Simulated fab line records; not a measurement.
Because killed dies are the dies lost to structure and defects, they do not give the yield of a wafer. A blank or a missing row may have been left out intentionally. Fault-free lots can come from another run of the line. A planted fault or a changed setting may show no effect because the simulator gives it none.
A lot that was struck, set against a sound lot / flow n5Finfet / 16 steps out of a route of 1938
Sound: wafers L449.4, L449.5, L449.6. Wafers L438.1, L438.5, L438.6 were the ones struck. The cause comes at the end.
Order at every step that has rows: each side's tool, ch and its chambers, its first start. Under that, the readings that differ: sound wafers / struck wafers / difference of the means / sigmas: that difference in standard deviations of wafers without a fault.
alike: readings with means less than 2 such deviations apart, plus words and numbers identical on both sides. not compared: withheld readings, readings lacking a value on some wafer, bounds such as >300 that could conceal the same value, and numbers that have no deviation in the record and whose values overlap.
Wherever a step has rows on one side only, a row that says differs or no value, or a row with sigmas, the two part there. Non-overlapping numbers with no deviation appear without sigmas and do not part them. A reading missing from all wafers of one side parts the sides only when that side holds two or more wafers.

N5_SDB_THK_MEAS_31:
  sound on filmMetro-02 at day 7 11:17; struck on filmMetro-02 at day 4 15:40
reading=SDB_THK (nm); sound=64.7 63.0 64.8; struck=66.9 67.3 66.5; difference=+2.7; sigmas=+2
N5_SDB_INSPECT_36: inspects for defects (darkfield).
  sound on defectInspect-01 at day 7 11:19; struck on defectInspect-01 at day 4 15:42
reading=rawDefectCount; sound=16 40 32; struck=103 65 43; difference=+41; sigmas=+2
N5_DUMMY_REMOVAL_HM_STRIP_01: strips SiNx in CH3F/O2, stops on poly-Si, target depth 4 nm, time 6.8 s.
  sound on rieDiel-03 ch 0,1, day 7 11:20; struck on rieDiel-04 ch 0,1, day 4 15:44
  alike: drypumpMotorCurrentA, oesProductAu, rfVppV, showerheadPlenumPTorr, throttleValvePct
  not compared: rfHoursCounterH
N5_DUMMY_REMOVAL_STRIP_10: strips in N2/H2, time 40 s.
  sound on rieDiel-03 ch 0,1, day 7 11:22; struck on rieDiel-04 ch 0,1, day 4 15:46
  alike: drypumpMotorCurrentA, oesProductAu, rfVppV, showerheadPlenumPTorr, throttleValvePct
  not compared: rfHoursCounterH
then, 2 steps without rows for these wafers: N5_DUMMY_REMOVAL_PRECLEAN_07 (cleans in dHF, time 30 s); N5_DUMMY_REMOVAL_DUMMY_REMOVE_02 (chemistry TMAH, target poly-Si, stops on SiO2, target depth 142 nm, time 57 s, rinse time 30 s).
N5_DUMMY_REMOVAL_INSPECT_06: inspects for defects (brightfield).
  sound on defectInspect-01 at day 7 11:32; struck on defectInspect-02 at day 4 15:56
  alike: rawDefectCount
then, 4 steps without rows for these wafers: N5_DUMMY_REMOVAL_PRECLEAN_08 (cleans in NF3:NH3, afs cycles 2, time 20 s, sublimation time 60 s); N5_DUMMY_REMOVAL_PRECLEAN_04 (cleans in DHF, time 37 s); N5_DUMMY_REMOVAL_SRD_05 (time 30 s); N5_HKMG_FIN_IL_REGROW_00 (material SiO2, chemistry O3, target thk 0.75 nm, time 30 s).
N5_HKMG_FIN_HK_ALD_01: deposits HfO2, target thk 1.6 nm, pulse time 3 s, purge time 3 s.
  sound on aldHk-01 ch 0,3, day 7 11:53; struck on aldHk-03 ch 1,2,3, day 4 16:17
  alike: precursorPulseHeightRel
N5_HKMG_FIN_HK_ANNEAL_02: time 30 s.
  sound on rtpAnneal-01 ch 0, day 7 12:11; struck on rtpAnneal-01 ch 0, day 4 16:28
reading=lampPowerPct (%); sound=8.82 8.77 8.86; struck=8.29 8.28 8.29; difference=-0.53; sigmas=-9
reading=lamp_zone_1_pct (%); sound=8.806 8.800 8.795; struck=8.376 8.350 8.365; difference=-0.437; sigmas=-47
reading=lamp_zone_2_pct (%); sound=8.791 8.791 8.799; struck=8.366 8.370 8.365; difference=-0.427; sigmas=-54
reading=lamp_zone_3_pct (%); sound=8.796 8.803 8.795; struck=8.378 8.374 8.372; difference=-0.423; sigmas=-45
reading=lamp_zone_4_pct (%); sound=8.789 8.784 8.792; struck=8.377 8.355 8.354; difference=-0.426; sigmas=-48
reading=lamp_zone_5_pct (%); sound=8.801 8.797 8.800; struck=8.381 8.380 8.382; difference=-0.418; sigmas=-42
reading=lamp_zone_6_pct (%); sound=8.727 8.733 8.725; struck=8.292 8.301 8.307; difference=-0.428; sigmas=-47
reading=lamp_zone_7_pct (%); sound=9.199 9.216 9.184; struck=8.757 8.732 8.757; difference=-0.451; sigmas=-46
  alike: wafer_temp_C_max
N5_HKMG_FIN_ALD_74: deposits La2O3, target thk 0.5 nm, pulse time 6 s, co reactant pulse time 1 s.
  sound on aldHk-03 ch 0,1, day 7 12:20; struck on aldHk-01 ch 0,1, day 4 16:41
  alike: heaterPowerW, precursorPulseHeightRel
-- the record jumps here: 4 days lie between the struck wafers' starts before and after (it left off in module HKMG_FIN and takes up again in module BEOL_M4, whose first step shown is number 1111 of the route) --
N5_BEOL_M4_RC_MEAS_101:
  sound on prober-02 ch 0, day 11 15:28; struck on prober-01 ch 0, day 8 16:07
  alike: DIBL_N, DIBL_P, IOFF_N, IOFF_P, ION_N, ION_P, SS_N, SS_P, VT_N, VT_P
N5_PASSIVATION_PROBE_49:
  the record has rows for the sound wafers here (prober-02, day 16 05:33) and none for the struck ones

## WHERE THEY PART
At N5_SDB_THK_MEAS_31 first; at N5_PASSIVATION_PROBE_49 last (within this record only).

WHY: what the simulator had put in
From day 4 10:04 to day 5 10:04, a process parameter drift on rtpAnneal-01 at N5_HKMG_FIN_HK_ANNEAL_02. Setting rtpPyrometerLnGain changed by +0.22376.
